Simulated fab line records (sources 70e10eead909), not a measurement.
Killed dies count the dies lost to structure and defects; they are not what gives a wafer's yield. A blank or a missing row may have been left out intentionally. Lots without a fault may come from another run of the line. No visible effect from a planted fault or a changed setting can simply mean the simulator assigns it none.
Chamber matching | flow nand-harc | 4 sister chambers for NHARC_A_CHANNEL_FILL_D1_CMP_10 on cmp-03
The step polishes, target thk 150 nm. 8 wafers are shown with their chamber, then 9 later ones without.

## WAFERS, EACH WITH ITS CHAMBER
wafer  | chamber | time-to-endpoint-s (s) | motor-current-A (A)
L077.6 | 0       | 16.3                   | 12.4
L080.1 | 1       | 12.1                   | 11.3
L080.6 | 2       | 17.8                   | 12.5
L084.1 | 1       | 12.2                   | 11.7
L084.5 | 3       | 11.9                   | 13.9
L083.1 | 2       | 18.0                   | 11.7
L083.4 | 3       | 11.0                   | 13.9
L083.6 | 0       | 13.6                   | 12.8

## WAFERS WITHOUT THEIR CHAMBER
wafer  | time-to-endpoint-s (s) | motor-current-A (A)
L091.1 | 15.7                   | 12.5
L091.4 | 15.0                   | 12.6
L091.5 | 17.3                   | 12.3
L092.1 | 14.5                   | 13.4
L092.3 | 15.2                   | 12.0
L092.5 | 16.7                   | 12.3
L097.2 | 15.6                   | 12.2
L097.4 | 11.4                   | 13.7
L097.6 | 13.6                   | 13.9

## WHICH CHAMBER EACH ONE RAN IN
wafer  | from the rows above          | in truth
L091.1 | can't be placed: 0 or 2      | 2
L091.4 | 0                            | 0
L091.5 | can't be placed: 2 or 0      | 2
L092.1 | can't be placed: 0 or 3      | 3
L092.3 | can't be placed: 0 or 2 or 1 | 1
L092.5 | can't be placed: 2 or 0      | 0
L097.2 | can't be placed: 0 or 2      | 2
L097.4 | 3                            | 3
L097.6 | can't be placed: 3 or 0      | 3
2 of 9 placed correctly. From these rows, 7 cannot be placed; in 7 the true chamber is one of the candidates. Number placed wrongly: 0.
How it was worked out, from the rows above alone: a wafer's distance from a chamber is the root of the sum, over the readings, of the square of ((its reading less the chamber's mean) divided by the reading's scatter). If the next closest chamber is less than 2 further off than the closest, the wafer can't be placed; otherwise it belongs to the closest. Each chamber's mean is taken over the wafers shown for it. The scatter: the root of (the sum of the squares of (reading less its chamber's mean) over the shown wafers, divided by (wafers less chambers)).
